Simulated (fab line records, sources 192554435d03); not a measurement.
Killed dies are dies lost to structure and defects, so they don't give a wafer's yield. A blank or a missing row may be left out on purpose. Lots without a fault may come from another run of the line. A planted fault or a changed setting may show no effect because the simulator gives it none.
Split-lot experiment | flow n5_finfet | 7 lots, 39 wafers read, on a route of 1938 steps

THE SPLIT
At N5_DUMMY_GATE_ETCH_32 (etches SiO2 in CF4, target depth 3.5 nm, time 3.9 s), the setting time_s was moved away from the recipe's 3.9 s on 18 of the 39 wafers read, by -18.3% to +21.1%. The other wafers ran this setting at the recipe's value.

The reading is taken at the split's own step.

THE READING
etch.depth_nm (the simulator's own value, which no gauge read), in nm, at N5_DUMMY_GATE_ETCH_32 (etches SiO2 in CF4, target depth 3.5 nm, time 3.9 s). The file gives no usual value for it. The 21 wafers here that ran the recipe average 3.505 nm, standard deviation 0.064 nm.

wafer  | tool, chamber at the split | time_s as run, s | against the recipe | etch.depth_nm, nm | against lot-mates on the recipe
L076.1 | rie_si-05, 3               | 4.25             | +9.0%              | 3.783             | +0.317
L076.2 | rie_si-05, 2               | 4.25             | +9.0%              | 3.749             | +0.283
L076.3 | rie_si-05, 1               | 4.25             | +9.0%              | 3.768             | +0.302
L076.4 | rie_si-05, 0               | 3.9              | recipe             | 3.472             | -
L076.5 | rie_si-05, 0               | 3.9              | recipe             | 3.476             | -
L076.6 | rie_si-05, 1               | 3.9              | recipe             | 3.451             | -
L078.1 | rie_si-02, 3               | 3.9              | recipe             | 3.546             | -
L078.2 | rie_si-02, 1               | 3.9              | recipe             | 3.522             | -
L078.3 | rie_si-02, 2               | 4.302            | +10.3%             | 4.023             | +0.498
L078.4 | rie_si-02, 0               | 4.302            | +10.3%             | 3.856             | +0.331
L078.5 | rie_si-02, 3               | 3.9              | recipe             | 3.508             | -
L078.6 | rie_si-02, 0               | 4.302            | +10.3%             | 3.837             | +0.312
L079.2 | rie_si-06, 0               | 3.9              | recipe             | 3.56              | -
L079.4 | rie_si-06, 1               | 3.9              | recipe             | 3.64              | -
L079.6 | rie_si-06, 3               | 3.9              | recipe             | 3.475             | -
L084.1 | rie_si-06, 1               | 3.9              | recipe             | 3.616             | -
L084.2 | rie_si-06, 2               | 4.302            | +10.3%             | 3.722             | +0.150
L084.3 | rie_si-06, 0               | 4.302            | +10.3%             | 3.796             | +0.224
L084.4 | rie_si-06, 3               | 3.9              | recipe             | 3.487             | -
L084.5 | rie_si-06, 2               | 4.302            | +10.3%             | 3.723             | +0.151
L084.6 | rie_si-06, 1               | 3.9              | recipe             | 3.614             | -
L086.1 | rie_si-02, 2               | 4.724            | +21.1%             | 4.466             | +0.944
L086.2 | rie_si-02, 3               | 3.9              | recipe             | 3.54              | -
L086.3 | rie_si-02, 1               | 4.724            | +21.1%             | 4.239             | +0.717
L086.4 | rie_si-02, 0               | 4.724            | +21.1%             | 4.259             | +0.737
L086.5 | rie_si-02, 3               | 3.9              | recipe             | 3.555             | -
L086.6 | rie_si-02, 0               | 3.9              | recipe             | 3.472             | -
L096.1 | rie_si-05, 2               | 3.9              | recipe             | 3.411             | -
L096.2 | rie_si-05, 1               | 3.186            | -18.3%             | 2.824             | -0.610
L096.3 | rie_si-05, 3               | 3.9              | recipe             | 3.476             | -
L096.4 | rie_si-05, 0               | 3.186            | -18.3%             | 2.802             | -0.632
L096.5 | rie_si-05, 1               | 3.9              | recipe             | 3.414             | -
L096.6 | rie_si-05, 2               | 3.186            | -18.3%             | 2.779             | -0.655
L097.1 | rie_si-05, 2               | 3.9              | recipe             | 3.436             | -
L097.2 | rie_si-05, 3               | 4.407            | +13.0%             | 3.929             | +0.471
L097.3 | rie_si-05, 0               | 4.407            | +13.0%             | 3.888             | +0.430
L097.4 | rie_si-05, 1               | 4.407            | +13.0%             | 3.958             | +0.500
L097.5 | rie_si-05, 0               | 3.9              | recipe             | 3.439             | -
L097.6 | rie_si-05, 3               | 3.9              | recipe             | 3.499             | -

THE FIT
A straight line over all 39 wafers: etch.depth_nm changes by +0.0364 nm for each +1% of time_s; r = +0.98; the points scatter about the line by 0.077 nm.
The same after taking each lot's own level away (the mean of its wafers on the recipe; 39 wafers): +0.0348 nm for each +1%; r = +0.97; scatter 0.075 nm.
On that fit, the largest move of time_s shifts the reading by 0.73 nm.
The lots' own levels span 3.4337 to 3.5723 nm, that is 2.2 times the standard deviation above.
So the lot-to-lot level changes the slope little: the two slopes agree.
Check: with one of the wafers moved furthest among these (+21.1%) left out of the fit, the line predicts +0.698 nm for it against its lot-mates. It came out at +0.944 nm against them.

OTHER SPLITS ON THESE WAFERS
These wafers also went through other splits before the reading. Each is held against what the fit with the lots' levels taken away leaves over:
other split on the same wafers        | wafers away from the commonest value | r with etch.depth_nm (lot level and that fit taken away)
N5_STI_FIN_REVEAL_ETCHBACK_08 time_s  | 15                                   | +0.30
N5_STI_FIN_REVEAL_OXIDATION_33 time_s | 12                                   | -0.09
N5_DUMMY_GATE_EXPOSE_12 dose_mj       | 18                                   | +0.01

THE FILE'S OWN FIT
etch.depth_nm changes by +0.0345 nm for each +1% of time_s, r = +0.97.
